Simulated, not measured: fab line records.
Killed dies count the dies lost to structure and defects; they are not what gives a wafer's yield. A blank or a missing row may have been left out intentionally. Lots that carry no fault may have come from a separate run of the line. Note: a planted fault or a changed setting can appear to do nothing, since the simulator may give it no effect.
fab line records	flow nand-harc
[record] lots = 11	wafers = 33	last-day = 33
route steps=1302 shown P_M0@267 END@1302
lots that met no fault: taken from a fault-free run of the same line
start-h: start of the lot's first displayed wafer, in hours after the record's first day	wait-h: hours elapsed since this lot's preceding step	" the same as in the row above	L1.1+2: a row that stands for several wafers	- value missing, or start not given	* or withheld: withheld	< > ~ a bound
route shown NAME@n: names a module that has steps shown in the file, with the first one's number in the route	usual: the fault-free wafers' mean and standard deviation	same: alike in all rows	chamber/n: place in a boat	sites: the reading at each site	_std_site: their standard deviation	_edge_site: mean of outer sites minus mean of inner sites	radius-mm: for every site, how far away it sits from the centre of the wafer	mask NAME#n: copy n	behind: the most recent tool/chamber to have shaped the wafer	hold: why the lot went on hold/how many hours it stayed there/how the hold came to an end	device: the n, p or np transistor that did not switch	end of line: at the end of the route, the tests of the same wafers	a step without rows: its recipe alone	killed: count of dies lost to structure and defects at first sort (not the wafer's yield)	map: the dies of a wafer, with x for killed, . for not killed, _ for no die there
set.NAME: the setting as run; set.NAME@STEP: as run at that earlier step	model.NAME: the simulator's own value behind a step, which no gauge read
steps of the route over a sample of lots; a table a step, a row a wafer
services: from which hour (start-h, from the record's first day; less than 0 if before it) a tool's chamber was out of use, for how many hours, and why
[[steps]]
[step NHARC_P_M0_ETCH_34]
[recipe] target-depth-a = 400	overetch-a = 120	time-s = 43.94	ion-energy-ev = 200	n2-flow-sccm = 150	h2-flow-sccm = 150	ar-flow-sccm = 0	rf-w = 400	bias-w = 150	chemistry = N2/H2
[usual] drypump-motor-current-A = 5.9/0.49	mfc-ar-sccm = 0.005/0.0084	oes-product-au = 1.001/0.01	rf-vpp-V = 429.7/2.3	run-length-s = 65.3/0.6	showerhead-plenum-p-Torr = 2.01/0.075	throttle-valve-pct = 14.171/0.0078
lot.wafer	tool	chamber	start-h	wait-h	drypump-motor-current-A	mfc-ar-sccm	oes-product-au	rf-hours-counter-h	rf-vpp-V	run-length-s	showerhead-plenum-p-Torr	throttle-valve-pct
L477.1	rie-diel-08	1	117.48	0.1	6.6	0	1.009	16	431.4	65.1	2.03	14.172
L477.3	"	2	"	"	5.7	0.020	0.983	15	428.1	65.7	1.99	14.173
L477.5	"	1	"	"	6.6	0	1.013	-	430.3	64.7	2.03	14.173
L478.2	rie-diel-01	3	132.57	0.1	5.8	0	0.997	31	428.0	66.0	1.96	14.170
L478.4	"	1	"	"	5.5	0	0.999	29	434.2	66.2	2.16	14.162
L478.5	"	3	"	"	5.8	0	0.996	-	429.2	65.9	1.96	14.159
L479.4	rie-diel-04	2	136.92	0.1	5.1	0	0.998	38	425.2	65.1	1.87	14.154
L479.5	"	2	"	"	5.1	0	1.005	-	426.3	65.1	1.88	14.175
L479.6	"	3	"	"	5.5	0	0.988	-	425.9	64.5	1.92	14.172
L480.3	rie-diel-08	1	151.10	0.1	6.6	0	1.002	18	428.8	64.7	2.03	14.173
L480.2	"	2	"	"	5.7	0.020	0.981	18	428.1	66.2	1.99	14.170
L480.6	"	3	"	"	6.6	0	1.015	-	430.0	64.9	2.03	14.162
L481.1	rie-diel-04	3	166.32	0.1	5.5	0	0.981	46	427.6	64.6	1.92	14.175
L481.3	"	0	"	"	6.7	0	1.006	46	427.4	65.7	1.91	14.167
L481.6	"	1	"	"	5.8	0	1.012	-	430.0	66.5	2.04	14.163
L489.2	rie-diel-08	1	244.60	0.1	6.6	0	0.992	10	428.8	55.1	2.02	14.165
L489.4	"	2	"	"	5.7	0.020	0.989	-	428.3	56.2	1.99	14.191
L489.6	"	3	"	"	6.5	0	0.992	-	430.7	65.6	2.03	14.162
L493.2	rie-diel-04	2	284.17	0.1	5.1	0	0.986	27	434.4	65.2	2.21	14.166
L493.3	"	3	"	"	5.5	0	1.013	30	428.4	65.1	1.91	14.170
L493.5	"	0	"	"	6.7	0	1.021	-	426.8	66.2	1.90	14.176
L496.4	rie-diel-04	2	307.82	0.1	5.1	0	0.987	39	436.0	64.8	2.20	14.181
L496.1	"	3	"	"	5.5	0	1.003	43	426.1	64.7	1.90	14.165
L496.6	"	2	"	"	5.1	0	0.994	-	436.3	65.5	2.20	14.165
L498.1	rie-diel-08	3	325.67	0.1	6.5	0	0.985	20	428.7	65.4	2.02	14.183
L498.3	"	0	"	"	5.6	0.019	1.000	17	428.5	64.7	1.99	14.180
L498.6	"	1	"	"	6.6	0	0.996	-	428.4	65.2	2.02	14.172
L499.2	rie-diel-04	1	340.98	0.1	5.8	0	1.009	56	429.8	66.1	2.02	14.171
L499.6	"	1	"	"	5.8	0	1.014	-	428.8	66.7	2.02	14.180
L499.5	"	2	"	"	5.1	0	0.998	-	434.6	65.4	2.20	14.167
L500.4	rie-diel-08	1	348.73	0.1	6.7	0	1.006	26	430.0	65.1	2.01	14.175
L500.1	"	2	"	"	5.7	0.020	0.993	24	427.9	66.1	1.98	14.168
L500.2	"	0	"	"	5.6	0.019	1.016	22	429.2	64.9	1.99	14.173
[step NHARC_P_M0_ETCH_15]
[recipe] target-depth-a = 1500	overetch-a = 150	time-s = 82.5	c4f8-flow-sccm = withheld	ar-flow-sccm = 400	rf-w = 600	bias-w = 300	chemistry = C4F8/Ar
[usual] oes-product-au = 0.951/0.02	rf-vpp-V = 439.9/2.3	run-length-s = 103.9/0.58
lot.wafer	tool	chamber	start-h	wait-h	oes-product-au	rf-hours-counter-h	rf-vpp-V	run-length-s
L477.1	rie-diel-08	3	-	-	0.985	16	441.0	103.6
L477.3	"	1	"	"	0.958	16	440.8	103.3
L477.5	"	2	"	"	0.946	-	439.5	104.3
L478.2	rie-diel-01	3	-	-	0.967	31	437.5	104.2
L478.4	"	1	"	"	0.989	29	443.5	105.0
L478.5	"	3	"	"	0.966	-	440.2	104.5
L479.4	rie-diel-04	0	-	-	0.938	39	437.3	104.5
L479.6	"	1	"	"	0.931	-	441.0	104.5
L479.5	"	2	"	"	0.936	-	436.2	103.6
L480.3	rie-diel-08	1	-	-	0.964	18	438.9	103.6
L480.2	"	2	"	"	0.949	18	439.4	104.5
L480.6	"	1	"	"	0.969	-	440.5	103.3
L481.1	rie-diel-04	1	-	-	0.929	46	440.4	105.2
L481.3	"	0	"	"	0.941	46	436.2	104.3
L481.6	"	2	"	"	0.937	-	436.0	103.4
L489.2	rie-diel-08	3	-	-	0.941	7	440.5	103.4
L489.4	"	1	"	"	0.940	-	439.8	103.2
L489.6	"	2	"	"	0.937	-	440.0	104.4
L493.3	rie-diel-04	2	-	-	0.961	28	446.7	103.9
L493.2	"	0	"	"	0.978	32	436.3	104.9
L493.5	"	1	"	"	0.961	-	441.1	104.6
L496.1	rie-diel-04	3	-	-	0.938	43	436.6	103.4
L496.4	"	2	"	"	0.923	39	445.3	103.7
L496.6	"	3	"	"	0.930	-	436.7	103.2
L498.3	rie-diel-08	0	-	-	0.958	17	438.1	103.9
L498.1	"	1	"	"	0.957	22	440.9	103.3
L498.6	"	3	"	"	0.955	-	441.5	104.1
L499.2	rie-diel-04	2	-	-	0.940	48	446.3	103.9
L499.5	"	0	"	"	0.940	-	436.8	104.5
L499.6	"	1	"	"	0.940	-	439.2	104.4
L500.2	rie-diel-08	1	-	-	0.938	26	439.6	103.4
L500.1	"	2	"	"	0.929	24	439.3	104.4
L500.4	"	0	"	"	0.939	22	438.2	103.6
[step NHARC_P_M0_STRIP_18]
[recipe] power-w = 1000	n2-flow-sccm = 150	h2-flow-sccm = 150	ar-flow-sccm = 0	bias-w = 0	chemistry = N2/H2
[usual] drypump-motor-current-A = 5.9/0.46	mfc-ar-sccm = 0.006/0.0086	oes-product-au = 1.001/0.0097	rf-vpp-V = 90.5/0.95	showerhead-plenum-p-Torr = 2.01/0.07	throttle-valve-pct = 14.171/0.0089
lot.wafer	tool	chamber	start-h	wait-h	drypump-motor-current-A	mfc-ar-sccm	oes-product-au	rf-hours-counter-h	rf-vpp-V	showerhead-plenum-p-Torr	throttle-valve-pct
L477.3	rie-diel-04	3	117.77	0.1	5.5	0	0.987	33	90.2	1.92	14.173
L477.1	"	0	"	"	6.7	0	1.018	34	91.0	1.91	14.197
L477.5	"	0	"	"	6.7	0	1.012	-	90.1	1.91	14.171
L478.2	rie-diel-08	1	132.85	0.1	6.6	0	0.997	16	88.7	2.03	14.174
L478.4	"	2	"	"	5.7	0.020	0.983	-	89.6	1.99	14.170
L478.5	"	0	"	"	5.6	0.019	1.015	-	88.4	2.00	14.182
L479.4	rie-diel-04	1	137.29	0.1	5.8	0	1.004	39	89.9	2.05	14.181
L479.5	"	2	"	"	5.2	0	1.003	-	88.8	1.88	14.169
L479.6	"	3	"	"	5.5	0	1.000	-	89.6	1.92	14.174
L480.3	rie-diel-08	1	151.41	0.1	6.7	0	0.999	19	91.3	2.03	14.175
L480.2	"	2	"	"	5.7	0.020	0.975	18	89.3	1.99	14.168
L480.6	"	1	"	"	6.7	0	1.010	-	90.3	2.03	14.167
L481.3	rie-diel-08	0	166.63	0.1	5.6	0.019	1.006	21	90.4	2.00	14.173
L481.1	"	1	"	"	6.6	0	1.003	21	89.9	2.03	14.157
L481.6	"	0	"	"	5.6	0.019	1.008	-	89.5	2.00	14.176
L489.2	rie-diel-08	3	245.18	0.1	6.4	0	0.992	7	91.6	2.03	14.191
L489.4	"	3	"	"	6.5	0	1.000	-	92.3	2.03	14.173
L489.6	"	1	"	"	6.7	0	0.998	-	90.3	2.02	14.153
L493.3	rie-diel-08	0	284.65	0.1	5.6	0.019	1.012	12	90.0	1.99	14.170
L493.2	"	1	"	"	6.6	0	0.998	17	90.2	2.02	14.175
L493.5	"	2	"	"	5.7	0.020	0.991	-	90.4	1.98	14.163
L496.1	rie-diel-04	0	308.15	0.1	6.6	0	1.020	45	89.5	1.89	14.170
L496.4	"	1	"	"	5.8	0	0.999	43	89.9	2.03	14.177
L496.6	"	2	"	"	5.1	0	0.987	-	91.7	2.20	14.173
L498.3	rie-diel-08	2	326.09	0.1	5.7	0.020	0.998	21	90.8	1.98	14.175
L498.1	"	3	"	"	6.5	0	0.992	20	90.8	2.03	14.162
L498.6	"	1	"	"	6.7	0	0.989	-	89.5	2.02	14.169
L499.2	rie-diel-08	0	341.33	0.1	5.6	0.019	1.007	21	89.8	1.99	14.160
L499.5	"	2	"	"	5.7	0.020	1.006	-	90.0	1.98	14.167
L499.6	"	3	"	"	6.5	0	0.994	-	89.6	2.02	14.158
L500.2	rie-diel-01	3	349.05	0.1	5.8	0	1.002	45	90.5	1.93	14.165
L500.1	"	0	"	"	5.7	0	1.000	41	91.0	2.08	14.171
L500.4	"	1	"	"	5.6	0	1.012	37	93.0	2.14	14.169
[step NHARC_P_M0_DEGAS_28]
[recipe] temp-c = 250	time-s = 60
[usual] heater-power-w = 331/30
lot.wafer	tool	chamber	start-h	wait-h	heater-power-w
L477.3	pvd-sputter-03	-	118.33	-	376
L477.1	"	-	"	"	335
L477.5	"	-	"	"	287
L478.4	pvd-sputter-03	-	133.44	-	299
L478.2	"	-	"	"	380
L478.5	"	-	"	"	328
L479.4	pvd-sputter-03	-	137.75	-	327
L479.5	"	-	"	"	338
L479.6	"	-	"	"	284
L480.2	pvd-sputter-01	-	151.93	-	281
L480.3	"	-	"	"	359
L480.6	"	-	"	"	286
L481.1	pvd-sputter-01	-	167.18	-	386
L481.3	"	-	"	"	345
L481.6	"	-	"	"	397
L489.4	pvd-sputter-02	-	245.74	-	340
L489.2	"	-	"	"	348
L489.6	"	-	"	"	331
L493.3	pvd-sputter-03	-	285.15	-	354
L493.2	"	-	"	"	330
L493.5	"	-	"	"	357
L496.4	pvd-sputter-03	-	308.65	-	337
L496.1	"	-	"	"	293
L496.6	"	-	"	"	295
L498.3	pvd-sputter-02	-	326.60	-	344
L498.1	"	-	"	"	325
L498.6	"	-	"	"	333
L499.2	pvd-sputter-02	-	341.83	-	370
L499.5	"	-	"	"	340
L499.6	"	-	"	"	363
L500.2	pvd-sputter-02	-	349.61	-	325
L500.4	"	-	"	"	340
L500.1	"	-	"	"	366
[step NHARC_END_SORT_01]
[recipe] temp-c = 25
[usual] defect-limited-yield = 91/3.2	killed-at-array = 53/21	killed-at-other = 0.8/1.1	killed-at-periphery = 4.2/2.7	killed-dies = 58/22	killed-open = 3.4/1.9	killed-short = 2.5/1.6	sort_bin_2_pct = 3.1/1.4	sort_bin_3_pct = 0.6/0.43	sort_bin_4_pct = 4.9/1.7	sort-n-pass = 619/22	sort-rim-yield-pct = 96.9/1.8	sort-yield-pct = 91/3.2
[same] gross-dies = 677	sort_bin_5_pct[%] = 0	sort_bin_6_pct[%] = 0	sort_bin_7_pct[%] = 0	sort_bin_8_pct[%] = 0	sort-rim-n-gross = 106.00
lot.wafer	tool	chamber	start-h	wait-h	defect-limited-yield[%]	killed-at-array	killed-at-other	killed-at-periphery	killed-dies	killed-open	killed-short	sort_bin_2_pct[%]	sort_bin_3_pct[%]	sort_bin_4_pct[%]	sort-n-pass	sort-rim-yield-pct[%]	sort-yield-pct[%]
L477.1	prober-01	0	562.88	2.5	93	42	0	5	47	5	3	3.0	0.3	3.7	630	99.1	93
L477.3	prober-01	0	564.49	3.1	94	41	0	3	44	0	3	1.9	0.1	4.4	633	99.1	94
L477.5	prober-01	0	566.09	3.7	91	54	0	8	62	3	7	3.5	0.7	4.9	615	98.1	91
L478.2	prober-02	0	572.06	2.8	95	28	0	3	31	2	3	1.3	0.1	3.1	646	98.1	95
L478.4	prober-02	0	573.66	3.4	96	25	0	2	27	4	2	1.2	0.3	2.5	650	95.3	96
L478.5	prober-02	0	574.46	3.7	96	25	1	1	27	2	3	1.0	0.3	2.7	650	95.3	96
L479.4	prober-01	0	573.61	3.3	86	90	0	8	98	2	5	5.5	0.7	8.3	579	93.4	86
L479.5	prober-01	0	574.39	3.6	87	85	0	2	87	0	3	5.9	0.7	6.2	590	95.3	87
L479.6	prober-01	0	575.16	3.9	87	85	1	5	91	4	0	5.0	1.2	7.2	586	97.2	87
L481.1	prober-01	0	598.68	2.5	92	40	6	7	53	4	5	2.4	0.3	5.2	624	97.2	92
L481.3	prober-01	0	600.30	3.1	92	48	3	1	52	2	2	3.7	0.1	3.8	625	97.2	92
L481.6	prober-01	0	602.74	4.1	92	44	4	4	52	6	0	2.2	0.1	5.3	625	96.2	92
L480.2	prober-02	0	605.62	2.8	95	27	0	6	33	1	2	1.6	0.4	2.8	644	98.1	95
L480.3	prober-02	0	606.43	3.1	95	29	2	3	34	2	5	1.2	0.4	3.4	643	99.1	95
L480.6	prober-02	0	608.86	4.0	96	23	1	4	28	1	3	0.7	0.1	3.2	649	97.2	96
L489.2	prober-02	0	697.25	2.8	93	41	0	4	45	1	3	2.8	0.6	3.2	632	99.1	93
L489.4	prober-02	0	698.83	3.4	93	46	0	4	50	2	2	2.8	0.4	4.1	627	98.1	93
L489.6	prober-02	0	700.40	3.9	93	43	1	4	48	3	1	3.2	0.3	3.5	629	100.0	93
L493.2	prober-01	0	733.12	2.8	92	51	0	6	57	4	2	4.0	0.9	3.5	620	97.2	92
L493.3	prober-01	0	733.90	3.1	89	71	1	4	76	1	2	4.6	1.5	5.2	601	96.2	89
L493.5	prober-01	0	735.47	3.6	89	71	0	2	73	3	3	4.6	0.4	5.8	604	99.1	89
L496.1	prober-01	0	751.08	2.4	85	92	0	12	104	0	1	6.4	0.9	8.1	573	95.3	85
L496.4	prober-01	0	753.50	3.4	85	94	1	9	104	1	5	5.2	1.5	8.7	573	98.1	85
L496.6	prober-01	0	755.12	4.0	84	98	1	7	106	2	4	5.3	1.6	8.7	571	96.2	84
L498.1	prober-02	0	773.83	2.5	89	71	0	1	72	0	2	4.4	0.6	5.6	605	99.1	89
L498.3	prober-02	0	775.43	3.1	89	68	0	4	72	5	1	4.3	0.9	5.5	605	99.1	89
L498.6	prober-02	0	777.83	4.0	88	77	0	2	79	6	3	4.3	0.9	6.5	598	96.2	88
L500.1	prober-02	0	789.04	2.5	87	82	0	3	85	4	0	5.5	0.9	6.2	592	97.2	87
L500.2	prober-02	0	789.84	2.8	88	76	0	3	79	3	3	3.8	0.4	7.4	598	98.1	88
L500.4	prober-02	0	791.43	3.4	91	61	0	0	61	3	1	2.7	0.7	5.6	616	96.2	91
L499.2	prober-01	0	789.82	2.8	92	50	2	5	57	4	3	3.2	0.4	4.7	620	96.2	92
L499.5	prober-01	0	792.25	3.7	93	45	2	3	50	5	3	2.4	0.3	4.7	627	96.2	93
L499.6	prober-01	0	793.06	4.0	91	54	5	3	62	6	0	2.8	0.4	5.9	615	95.3	91
// killed by level:class
L477.1 A_CHANNEL_HOLE_D2:chamber-film-flake=32 A_CONTACT:chamber-film-flake=2 P_STI:geometric-particle:short=1 P_M0:geometric-particle:open=1 P_M1:geometric-particle:open=1 A_ONON_D1:geometric-particle:open=1 A_DECK1_JOINT:geometric-particle:open=1 A_CHANNEL_HOLE_D2:geometric-particle:short=1
L477.3 A_CHANNEL_HOLE_D2:chamber-film-flake=31 A_CHANNEL_HOLE_D1:chamber-film-flake=2 A_CONTACT:unspecified=2 P_CONTACT:geometric-particle:short=1 A_SGD_CUT:geometric-particle:short=1 A_M1:geometric-particle:short=1 P_ZERO_WELL:chamber-film-flake=1 P_GATE:chamber-film-flake=1
L477.5 A_CHANNEL_HOLE_D2:chamber-film-flake=37 P_GATE:chamber-film-flake=4 A_M0:geometric-particle:short=2 P_BONDPAD:chamber-film-flake=2 A_CHANNEL_HOLE_D1:chamber-film-flake=2 A_STAIRCASE:chamber-film-flake=2 A_CONTACT:unspecified=2 P_CONTACT:geometric-particle:open=1
L478.2 A_CHANNEL_HOLE_D2:chamber-film-flake=9 A_CONTACT:chamber-film-flake=4 A_BLC:chamber-film-flake=4 A_SGD_CUT:chamber-film-flake=3 P_CONTACT:chamber-film-flake=2 A_ONON_D1:geometric-particle:open=1 A_CHANNEL_HOLE_D1:geometric-particle:short=1 A_CHANNEL_FILL_D1:geometric-particle:short=1
L479.4 A_CHANNEL_HOLE_D2:chamber-film-flake=27 A_CHANNEL_HOLE_D1:chamber-film-flake=24 A_SLIT:chamber-film-flake=22 A_STAIRCASE:chamber-film-flake=7 P_STI:chamber-film-flake=4 P_CONTACT:chamber-film-flake=3 A_CONTACT:chamber-film-flake=2 A_ONON_D1:geometric-particle:short=1
L478.4 A_CHANNEL_HOLE_D2:chamber-film-flake=6 A_SGD_CUT:chamber-film-flake=5 A_CONTACT:chamber-film-flake=5 A_BLC:chamber-film-flake=4 P_M0:geometric-particle:open=2 A_ONON_D2:geometric-particle:short=1 A_CHANNEL_HOLE_D2:geometric-particle:short=1 A_CHANNEL_FILL_D2:geometric-particle:open=1
L479.5 A_CHANNEL_HOLE_D2:chamber-film-flake=27 A_CHANNEL_HOLE_D1:chamber-film-flake=22 A_SLIT:chamber-film-flake=21 A_STAIRCASE:chamber-film-flake=4 A_CONTACT:chamber-film-flake=4 P_STI:chamber-film-flake=2 A_DECK1_JOINT:chamber-film-flake=2 A_CHANNEL_FILL_D2:geometric-particle:short=1
L478.5 A_CHANNEL_HOLE_D2:chamber-film-flake=7 A_STAIRCASE:chamber-film-flake=3 A_CONTACT:chamber-film-flake=3 A_CHANNEL_FILL_D2:geometric-particle:short=2 A_CHANNEL_HOLE_D1:chamber-film-flake=2 A_ONON_D1:geometric-particle:open=1 A_WL_FILL:geometric-particle:short=1 A_WL_FILL:geometric-particle:open=1
L479.6 A_CHANNEL_HOLE_D2:chamber-film-flake=32 A_CHANNEL_HOLE_D1:chamber-film-flake=25 A_SLIT:chamber-film-flake=21 P_STI:chamber-film-flake=3 A_STAIRCASE:chamber-film-flake=2 A_SOURCE_PLATE:geometric-particle:open=1 A_STAIRCASE:geometric-particle:open=1 A_M1:geometric-particle:open=1
L481.1 A_SLIT:chamber-film-flake=16 A_CHANNEL_HOLE_D2:chamber-film-flake=10 THIN_TSV:chamber-film-flake=5 A_CONTACT:chamber-film-flake=4 P_GATE:chamber-film-flake=3 P_STI:chamber-film-flake=2 A_DECK1_JOINT:chamber-film-flake=2 P_GATE:geometric-particle:open=1
L481.3 A_SLIT:chamber-film-flake=17 A_CHANNEL_HOLE_D2:chamber-film-flake=15 A_CHANNEL_FILL_D2:chamber-film-flake=5 A_CONTACT:chamber-film-flake=4 THIN_TSV:chamber-film-flake=3 A_CHANNEL_HOLE_D1:chamber-film-flake=2 P_M0:geometric-particle:open=1 A_ONON_D2:geometric-particle:short=1
L481.6 A_SLIT:chamber-film-flake=21 A_CHANNEL_HOLE_D2:chamber-film-flake=9 A_CONTACT:chamber-film-flake=4 THIN_TSV:chamber-film-flake=4 A_CHANNEL_FILL_D2:chamber-film-flake=3 A_M0:geometric-particle:open=2 P_GATE:chamber-film-flake=2 A_DECK1_JOINT:chamber-film-flake=2
L480.2 A_CONTACT:chamber-film-flake=8 A_CHANNEL_HOLE_D2:chamber-film-flake=6 P_M2:chamber-film-flake=5 A_CHANNEL_HOLE_D1:chamber-film-flake=4 A_SLIT:chamber-film-flake=4 A_ONON_D1:geometric-particle:short=1 A_CHANNEL_FILL_D2:geometric-particle:short=1 A_M0:geometric-particle:open=1
L480.3 A_CHANNEL_HOLE_D2:chamber-film-flake=11 A_CONTACT:chamber-film-flake=4 A_WL_FILL:geometric-particle:short=3 A_ZERO_WELL:chamber-film-flake=2 A_CHANNEL_HOLE_D1:chamber-film-flake=2 A_STAIRCASE:chamber-film-flake=2 THIN_TSV:chamber-film-flake=2 P_CONTACT:geometric-particle:short=1
L480.6 A_CHANNEL_HOLE_D2:chamber-film-flake=7 A_CONTACT:chamber-film-flake=4 P_ZERO_WELL:chamber-film-flake=3 A_CHANNEL_HOLE_D1:chamber-film-flake=3 A_ONON_D1:geometric-particle:short=2 A_SLIT:chamber-film-flake=2 A_ONON_D1:geometric-particle:open=1 A_M0:geometric-particle:short=1
L489.2 A_CHANNEL_HOLE_D1:chamber-film-flake=32 P_CONTACT:chamber-film-flake=4 A_CONTACT:chamber-film-flake=3 A_ONON_D2:geometric-particle:short=2 A_SGD_CUT:geometric-particle:short=1 A_M1:geometric-particle:open=1 A_STAIRCASE:chamber-film-flake=1 A_SLIT:chamber-film-flake=1
L489.4 A_CHANNEL_HOLE_D1:chamber-film-flake=36 A_CONTACT:chamber-film-flake=4 P_CONTACT:chamber-film-flake=2 A_SLIT:chamber-film-flake=2 P_CONTACT:geometric-particle:short=1 P_M1:geometric-particle:open=1 A_ONON_D2:geometric-particle:open=1 A_WL_FILL:geometric-particle:short=1
L489.6 A_CHANNEL_HOLE_D1:chamber-film-flake=37 P_CONTACT:chamber-film-flake=2 A_WL_FILL:geometric-particle:short=1 A_CONTACT:geometric-particle:open=1 A_M0:geometric-particle:open=1 STARTING-WAFER:geometric-particle:open=1 P_STI:chamber-film-flake=1 P_GATE:chamber-film-flake=1
L493.2 A_SLIT:chamber-film-flake=25 A_CHANNEL_HOLE_D2:chamber-film-flake=16 A_CHANNEL_HOLE_D1:chamber-film-flake=4 P_ZERO_WELL:chamber-film-flake=3 A_WL_FILL:geometric-particle:short=2 P_GATE:geometric-particle:open=1 P_M0:geometric-particle:open=1 A_ONON_D1:geometric-particle:open=1
L493.3 A_SLIT:chamber-film-flake=35 A_CHANNEL_HOLE_D2:chamber-film-flake=18 A_CHANNEL_HOLE_D1:chamber-film-flake=9 A_WL_FILL:chamber-film-flake=4 A_CONTACT:chamber-film-flake=2 A_ONON_D1:geometric-particle:short=1 A_CHANNEL_FILL_D1:geometric-particle:open=1 A_M0:geometric-particle:short=1
L493.5 A_SLIT:chamber-film-flake=32 A_CHANNEL_HOLE_D2:chamber-film-flake=24 A_CHANNEL_HOLE_D1:chamber-film-flake=6 A_M0:geometric-particle:short=2 A_WL_FILL:chamber-film-flake=2 P_M0:geometric-particle:open=1 A_CHANNEL_FILL_D1:geometric-particle:open=1 A_ONON_D2:geometric-particle:short=1
L496.1 A_SLIT:chamber-film-flake=36 A_CHANNEL_HOLE_D1:chamber-film-flake=31 A_CHANNEL_HOLE_D2:chamber-film-flake=17 P_CONTACT:chamber-film-flake=6 P_ZERO_WELL:chamber-film-flake=5 A_CONTACT:chamber-film-flake=4 A_STAIRCASE:chamber-film-flake=2 A_CHANNEL_FILL_D2:geometric-particle:short=1
L496.4 A_CHANNEL_HOLE_D1:chamber-film-flake=27 A_SLIT:chamber-film-flake=26 A_CHANNEL_HOLE_D2:chamber-film-flake=26 A_CONTACT:chamber-film-flake=6 P_CONTACT:chamber-film-flake=5 A_STAIRCASE:chamber-film-flake=3 A_ONON_D1:geometric-particle:short=2 A_SGD_CUT:geometric-particle:short=2
L496.6 A_CHANNEL_HOLE_D1:chamber-film-flake=35 A_SLIT:chamber-film-flake=26 A_CHANNEL_HOLE_D2:chamber-film-flake=21 A_CONTACT:chamber-film-flake=8 P_GATE:chamber-film-flake=4 P_CONTACT:chamber-film-flake=2 A_SOURCE_PLATE:geometric-particle:open=1 A_ONON_D1:geometric-particle:short=1
L498.1 A_SLIT:chamber-film-flake=35 A_CHANNEL_HOLE_D2:chamber-film-flake=20 A_CONTACT:chamber-film-flake=7 A_STAIRCASE:chamber-film-flake=6 A_ONON_D2:geometric-particle:short=1 A_CHANNEL_FILL_D2:geometric-particle:short=1 P_ZERO_WELL:chamber-film-flake=1 A_WL_FILL:chamber-film-flake=1
L498.3 A_SLIT:chamber-film-flake=30 A_CHANNEL_HOLE_D2:chamber-film-flake=21 A_CONTACT:chamber-film-flake=6 A_STAIRCASE:chamber-film-flake=4 A_CONTACT:geometric-particle:open=3 P_CONTACT:chamber-film-flake=2 P_M2:geometric-particle:open=1 A_ONON_D1:geometric-particle:open=1
L498.6 A_SLIT:chamber-film-flake=33 A_CHANNEL_HOLE_D2:chamber-film-flake=25 A_STAIRCASE:chamber-film-flake=8 A_CONTACT:chamber-film-flake=4 A_WL_FILL:geometric-particle:short=2 P_M2:geometric-particle:open=1 P_M2:geometric-particle:short=1 A_CHANNEL_HOLE_D1:geometric-particle:open=1
L500.1 A_CHANNEL_HOLE_D2:chamber-film-flake=30 A_CHANNEL_HOLE_D1:chamber-film-flake=17 A_SLIT:chamber-film-flake=13 A_CONTACT:chamber-film-flake=11 A_WL_FILL:chamber-film-flake=3 A_CHANNEL_FILL_D1:chamber-film-flake=2 A_CHANNEL_FILL_D2:chamber-film-flake=2 P_CONTACT:geometric-particle:open=1
L499.2 A_SLIT:chamber-film-flake=27 A_CONTACT:chamber-film-flake=14 A_CHANNEL_HOLE_D2:chamber-film-flake=2 THIN_TSV:chamber-film-flake=2 P_GATE:geometric-particle:short=1 P_CONTACT:geometric-particle:open=1 A_CHANNEL_FILL_D1:geometric-particle:short=1 A_ONON_D2:geometric-particle:open=1
L500.2 A_CHANNEL_HOLE_D2:chamber-film-flake=39 A_CHANNEL_HOLE_D1:chamber-film-flake=18 A_CONTACT:chamber-film-flake=8 A_SLIT:chamber-film-flake=4 A_CHANNEL_FILL_D1:chamber-film-flake=2 A_CHANNEL_FILL_D2:chamber-film-flake=2 P_GATE:geometric-particle:open=1 P_CONTACT:geometric-particle:open=1
L500.4 A_CHANNEL_HOLE_D2:chamber-film-flake=23 A_CHANNEL_HOLE_D1:chamber-film-flake=11 A_CONTACT:chamber-film-flake=10 A_SLIT:chamber-film-flake=8 A_CHANNEL_FILL_D2:chamber-film-flake=4 A_DECK1_JOINT:geometric-particle:open=1 A_STAIRCASE:geometric-particle:open=1 A_CONTACT:geometric-particle:open=1
L499.5 A_SLIT:chamber-film-flake=30 A_CONTACT:chamber-film-flake=6 THIN_TSV:chamber-film-flake=2 P_CONTACT:geometric-particle:open=1 P_M0:geometric-particle:open=1 A_CHANNEL_FILL_D1:geometric-particle:open=1 A_DECK1_JOINT:geometric-particle:open=1 A_CHANNEL_FILL_D2:geometric-particle:short=1
L499.6 A_SLIT:chamber-film-flake=39 A_CONTACT:chamber-film-flake=9 THIN_TSV:chamber-film-flake=5 A_STAIRCASE:chamber-film-flake=2 P_GATE:geometric-particle:open=1 P_CONTACT:geometric-particle:open=1 P_M0:geometric-particle:open=1 A_ONON_D1:geometric-particle:open=1
[[services]]
tool	chamber	start-h	hours	kind
pvd-sputter-02	-	104.00	10.0	pm
rie-diel-08	3	128.86	8.3	repair
pvd-sputter-02	-	143.23	6.6	repair
rie-diel-01	-	148.08	0.7	repair
pvd-sputter-03	-	170.04	10.0	pm
rie-diel-08	3	178.59	5.9	repair
rie-diel-04	-	181.78	9.0	pm
rie-diel-08	-	190.99	9.0	pm
rie-diel-08	3	206.84	9.3	repair
rie-diel-01	-	206.99	9.0	pm
pvd-sputter-03	-	210.11	8.5	repair
pvd-sputter-01	-	211.54	29.8	repair
pvd-sputter-02	-	230.89	10.5	repair
rie-diel-08	0	235.90	17.6	repair
pvd-sputter-01	-	241.35	10.0	pm
rie-diel-04	2	241.91	2.1	repair
rie-diel-04	-	246.90	0.6	repair
rie-diel-04	2	252.16	2.6	repair
rie-diel-08	2	275.95	4.6	repair
rie-diel-01	0	276.17	4.3	repair
pvd-sputter-03	-	277.93	1.9	repair
pvd-sputter-02	-	282.00	10.0	pm
rie-diel-04	0	344.27	10.1	repair
pvd-sputter-03	-	348.04	10.0	pm
[[key]]
[first-sign] step = NHARC_P_M0_ETCH_34	reading = run-length-s	direction = down	sigmas = 16	usual = *	struck = *
effect none on later readings
met-at NHARC_P_M0_ETCH_34
struck-lots L489
struck-wafers L489.2,L489.4
not-acting-at NHARC_P_M0_ETCH_15,NHARC_P_M0_STRIP_18,NHARC_P_M0_DEGAS_28
onset-between 151.10 244.60
[fault] kind = process-parameter-drift	tool = rie-diel-08	chamber = -	onset-h = 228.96	steps = NHARC_P_M0_ETCH_34	channel = time-s	offset = *	shape = step	end-h = 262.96	scope = struck-wafers-only	acts-in = *	stated = *
